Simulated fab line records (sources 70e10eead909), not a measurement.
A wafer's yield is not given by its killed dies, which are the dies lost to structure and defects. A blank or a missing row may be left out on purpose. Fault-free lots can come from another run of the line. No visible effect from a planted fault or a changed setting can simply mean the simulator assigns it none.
Matching of chambers / flow nand_harc / NHARC_P_M0_PRE_CLEAN_31 on pecvd-02: 3 sister chambers
The step time 12 s. 3 wafers are shown with their chamber, then 10 later ones without.

== WAFERS WITH THEIR CHAMBER ==
wafer=L092.6; chamber=1; heater_power_outer_w (W)=479
wafer=L091.1; chamber=0; heater_power_outer_w (W)=314
wafer=L091.4; chamber=2; heater_power_outer_w (W)=483

== WAFERS WITHOUT THEIR CHAMBER ==
wafer=L091.6; heater_power_outer_w (W)=457
wafer=L093.3; heater_power_outer_w (W)=274
wafer=L093.4; heater_power_outer_w (W)=459
wafer=L093.6; heater_power_outer_w (W)=504
wafer=L094.1; heater_power_outer_w (W)=504
wafer=L094.3; heater_power_outer_w (W)=470
wafer=L094.4; heater_power_outer_w (W)=451
wafer=L096.1; heater_power_outer_w (W)=299
wafer=L096.2; heater_power_outer_w (W)=464
wafer=L096.5; heater_power_outer_w (W)=292

== CHAMBER TAKEN BY EACH ==
wafer=L091.6; from the rows above=can't be placed: 1 or 2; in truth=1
wafer=L093.3; from the rows above=0; in truth=0
wafer=L093.4; from the rows above=can't be placed: 1 or 2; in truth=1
wafer=L093.6; from the rows above=can't be placed: 2 or 1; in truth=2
wafer=L094.1; from the rows above=can't be placed: 2 or 1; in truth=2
wafer=L094.3; from the rows above=can't be placed: 1 or 2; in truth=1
wafer=L094.4; from the rows above=can't be placed: 1 or 2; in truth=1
wafer=L096.1; from the rows above=0; in truth=0
wafer=L096.2; from the rows above=can't be placed: 1 or 2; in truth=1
wafer=L096.5; from the rows above=0; in truth=0
Correctly placed: 3 of 10. Not placeable from these rows: 7 (in 7, the candidates include the true chamber). Placed wrongly: 0.
How it was worked out, from the rows above alone: a wafer's distance from a chamber is the root of the sum, over the readings, of the square of ((its reading less the chamber's mean) divided by the reading's scatter). The wafer belongs to the nearest chamber; if the next one is less than 2 further off, it can't be placed. The mean given for a chamber averages the wafers shown for that chamber. The scatter: root of mean squared gap, hidden wafer to nearest shown wafer, with one shown wafer a chamber.
